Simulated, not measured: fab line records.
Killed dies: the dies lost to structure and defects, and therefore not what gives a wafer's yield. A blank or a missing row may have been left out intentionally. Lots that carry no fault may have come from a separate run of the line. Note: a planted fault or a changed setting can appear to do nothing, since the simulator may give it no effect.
Chamber matching | flow nand-harc | NHARC_A_STAIRCASE_DESCUM_11 on rie-diel-02 has 4 sister chambers
The step chemistry O2, time 3 s. 20 wafers are shown with their chamber, then 10 later ones without.

WAFERS WITH THEIR CHAMBER
wafer  | chamber | showerhead-plenum-p-Torr (Torr) | drypump-motor-current-A (A) | oes-product-au (a.u.)
L074.1 | 3       | 1.87                            | 5.2                         | 1.007
L074.2 | 0       | 1.94                            | 5.2                         | 0.992
L074.4 | 1       | 2.06                            | 6.2                         | 0.984
L074.3 | 1       | 2.06                            | 6.2                         | 0.975
L074.5 | 0       | 1.94                            | 5.2                         | 0.994
L074.6 | 3       | 1.87                            | 5.2                         | 1.010
L079.2 | 1       | 2.06                            | 6.2                         | 0.997
L079.5 | 0       | 1.93                            | 5.2                         | 1.000
L079.6 | 1       | 2.06                            | 6.2                         | 0.991
L080.3 | 0       | 1.93                            | 5.3                         | 1.001
L080.4 | 1       | 2.06                            | 6.2                         | 0.989
L080.5 | 0       | 1.93                            | 5.2                         | 1.005
L081.1 | 3       | 1.86                            | 5.3                         | 1.014
L081.3 | 0       | 1.93                            | 5.2                         | 1.014
L081.5 | 1       | 2.06                            | 6.2                         | 0.993
L088.4 | 2       | 1.90                            | 4.9                         | 1.006
L088.5 | 2       | 1.90                            | 5.0                         | 0.992
L088.6 | 3       | 1.85                            | 5.2                         | 1.003
L091.4 | 0       | 1.92                            | 5.2                         | 1.001
L091.5 | 1       | 2.05                            | 6.2                         | 0.988

SIGNATURES (averages over the wafers above)
reading                  | chamber 0 | chamber 1 | chamber 2 | chamber 3 | scatter within a chamber
showerhead-plenum-p-Torr | 1.9314    | 2.0586    | 1.9000    | 1.8625    | 0.00636
drypump-motor-current-A  | 5.214     | 6.200     | 4.950     | 5.225     | 0.0363
oes-product-au           | 1.00100   | 0.98814   | 0.99900   | 1.00850   | 0.00698
Rule: distance of a wafer from a chamber = root of the sum over the readings of ((wafer's reading minus chamber's mean) / reading's scatter) squared. If the next closest chamber is less than 2 further off than the closest, the wafer can't be placed; otherwise it belongs to the closest. The scatter: the root of (the sum of the squares of (reading less its chamber's mean) over the shown wafers, divided by (wafers less chambers)).

WAFERS WHOSE CHAMBER IS MISSING
wafer  | showerhead-plenum-p-Torr (Torr) | drypump-motor-current-A (A) | oes-product-au (a.u.)
L091.6 | 1.92                            | 5.2                         | 1.001
L091.1 | 2.05                            | 6.2                         | 0.990
L091.2 | 1.89                            | 4.9                         | 0.999
L091.3 | 1.85                            | 5.2                         | 1.003
L090.1 | 1.89                            | 5.0                         | 0.992
L090.2 | 2.05                            | 6.2                         | 0.989
L090.6 | 1.89                            | 4.9                         | 0.992
L093.2 | 2.04                            | 6.2                         | 0.976
L093.3 | 1.89                            | 5.0                         | 0.992
L093.4 | 1.85                            | 5.2                         | 1.006

CHAMBER TAKEN BY EACH
wafer  | from the rows above | in truth
L091.6 | 0                   | 0
L091.1 | 1                   | 1
L091.2 | 2                   | 2
L091.3 | 3                   | 3
L090.1 | 2                   | 2
L090.2 | 1                   | 1
L090.6 | 2                   | 2
L093.2 | 1                   | 1
L093.3 | 2                   | 2
L093.4 | 3                   | 3
Correctly placed: 10 of 10. Not placeable from these rows: 0. Placed wrongly: 0.
